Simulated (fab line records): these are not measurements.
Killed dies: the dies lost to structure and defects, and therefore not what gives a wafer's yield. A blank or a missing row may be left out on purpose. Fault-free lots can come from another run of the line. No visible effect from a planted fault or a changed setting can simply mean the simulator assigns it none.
Which tool was responsible?	flow nand harc	Sampling: 6 lots, 18 wafers, 5 of 1159 route steps

WHAT THE GAUGES READ, wafer by wafer
NHARC_END_SORT_01.
lot	measured	on	killed at array
L866	day 21 19:04	prober-01	23 406 24

WHICH TOOL RAN EACH LOT (tool, then ch and the chambers of the sampled wafers, then the start)
lot	NHARC_A_STAIRCASE_ETCH_203	NHARC_A_STAIRCASE_TRIM_222	NHARC_A_STAIRCASE_ETCH_223	NHARC_A_STAIRCASE_TRIM_231
L858	rie diel-04 ch 0,1,3, day 11 14:19 or earlier	rie diel-02 ch 1,2,3, day 11 14:19 or earlier	rie diel-02 ch 1,3, day 11 14:19	rie diel-02 ch 0,1,2, no start
L860	rie diel-02 ch 0,2,3, day 12 00:10 or earlier	rie diel-02 ch 1,2,3, day 12 00:10 or earlier	rie diel-02 ch 0,1,2, day 12 00:10	rie diel-02 ch 1,2,3, no start
L866	rie diel-02 ch 1,2, day 13 16:48 or earlier	rie diel-02 ch 0,1,3, day 13 16:48 or earlier	rie diel-02 ch 0,1, day 13 16:48	rie diel-13 ch 0,3, day 21 19:04 or earlier
L874	rie diel-13 ch 0,2,3, day 15 08:27 or earlier	rie diel-04 ch 0,1,2, day 15 08:27 or earlier	rie diel-04 ch 0,1,3, day 15 08:27	rie diel-04 ch 0,1,2, no start
L876	rie diel-04 ch 1,2,3, day 15 18:44 or earlier	rie diel-13 ch 0,1,2, day 15 18:44 or earlier	rie diel-13 ch 1,3, day 15 18:44	rie diel-13 ch 2,3, no start
L880	rie diel-04 ch 0,1, day 17 02:14 or earlier	rie diel-02 ch 0,1,3, day 17 02:14 or earlier	rie diel-02 ch 0,1,3, day 17 02:14	rie diel-02 ch 0,1,2, no start
- NHARC_A_STAIRCASE_ETCH_203: etches the open film in C4F8/O2, target depth 100 nm, time 40.5 s.
- NHARC_A_STAIRCASE_TRIM_222: chemistry O2, time 211.2 s.
- NHARC_A_STAIRCASE_ETCH_223: etches the open film in C4F8/O2, target depth 100 nm, time 40.5 s.
- NHARC_A_STAIRCASE_TRIM_231: chemistry O2, time 211.2 s.

THE ANSWER, worked out from the rows above alone
Rule: the usual values come from the lots themselves. The widest of any qualifying gaps counts: lots, ordered by their means at a reading, are off when they make up no more than a third of the lots, leave a main group of 4 or more, and stand apart from it by 3 or more times the standard deviation of that group's means. A main group whose means are all the same, to the digits that the tables above print for the reading, isn't used. Also off: a lot with no number at a reading for which 4 or more lots have one. Where the step has rows for the other lots, those lots are counted as sound.
None of the lots is off at any reading shown; this tells nothing.

WHAT THE SIMULATOR HAD PUT IN
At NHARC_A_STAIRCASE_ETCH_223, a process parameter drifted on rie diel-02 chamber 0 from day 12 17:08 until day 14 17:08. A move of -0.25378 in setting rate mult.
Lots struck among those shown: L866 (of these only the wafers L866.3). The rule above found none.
